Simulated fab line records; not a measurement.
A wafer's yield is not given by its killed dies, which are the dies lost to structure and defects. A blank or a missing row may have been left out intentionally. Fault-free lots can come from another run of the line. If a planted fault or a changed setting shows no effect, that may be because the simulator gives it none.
Comparing a struck lot with a sound one :: flow nand harc :: 14 out of 1302 route steps
Sound: the wafers L375.2, L375.3, L375.5. The struck wafers were L386.1, L386.3, L386.6. Last of all comes the cause.
Each step with rows lists, per side, the tool, then ch with its chambers, then its first start. Under that, the readings that differ: sound wafers :: struck wafers :: difference of the means :: sigmas: that difference in standard deviations of wafers without a fault.
alike: a reading whose means differ by less than 2 such deviations, as well as words and numbers matching on both sides. not compared: withheld readings; readings where some wafer has no value; bounds like >300 that might hide an equal value; numbers whose values overlap and for which the record gives no deviation.
Wherever a step has rows on one side only, a row that says differs or no value, or a row with sigmas, the two part there. Numbers that have no deviation but don't overlap get no sigmas and don't part them. Lack of a reading on every wafer of one side parts them only where that side has two or more wafers.

NHARC_P_CONTACT_CMP_01: polishes SiO2, target thk 200 nm.
  sound on cmp-04 ch 1,3, day 8 00:18; struck on cmp-01 ch 0,1,3, day 12 23:26
  alike: motor current A
then, 10 steps without rows for these wafers: NHARC_P_CONTACT_SRD_03; NHARC_P_CONTACT_DEHYDRATE_04 (time 120 s); NHARC_P_CONTACT_HMDS_05 (time 30 s); NHARC_P_CONTACT_COAT_33 (time 75 s); NHARC_P_CONTACT_COAT_34 (time 65 s); NHARC_P_CONTACT_COAT_06 (resist thk 90 nm); NHARC_P_CONTACT_SOFTBAKE_07 (time 55 s); NHARC_P_CONTACT_EBR_08; NHARC_P_CONTACT_EXPOSE_09 (exposes mask P CA, target cd 90 nm); NHARC_P_CONTACT_PEB_10 (peb time 65 s).
NHARC_P_CONTACT_DEVELOP_11: develop time 35 s.
  sound on litho track-04 ch 0, day 8 01:00; struck on litho track-04 ch 0, day 13 00:00
reading: developer temp C (C)
sound: 22.86 22.96 22.90
struck: 23.88 23.89 23.99
difference: +1.01
sigmas: +8
NHARC_P_CONTACT_CD_MEAS_12: target cd 90 nm.
  sound on cd sem-03 ch 0, day 8 01:07; struck on cd sem-02 ch 0, day 13 00:05
  alike: cd nm
-- break in the record here, with 18 days between the starts of the struck wafers on either side (left off in module P_CONTACT, picked up again in module END, where the first step shown is number 1302 on the route) --
NHARC_END_SORT_01:
  the record has rows for the struck wafers here (prober-01 ch 0, day 31 02:13) and none for the sound ones

## WHERE THEY PART
First at NHARC_P_CONTACT_DEVELOP_11; last, within this record, at NHARC_END_SORT_01.

WHY: what the simulator had put in
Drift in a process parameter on litho track-04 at NHARC_P_CONTACT_DEVELOP_11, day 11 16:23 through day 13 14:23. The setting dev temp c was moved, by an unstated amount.
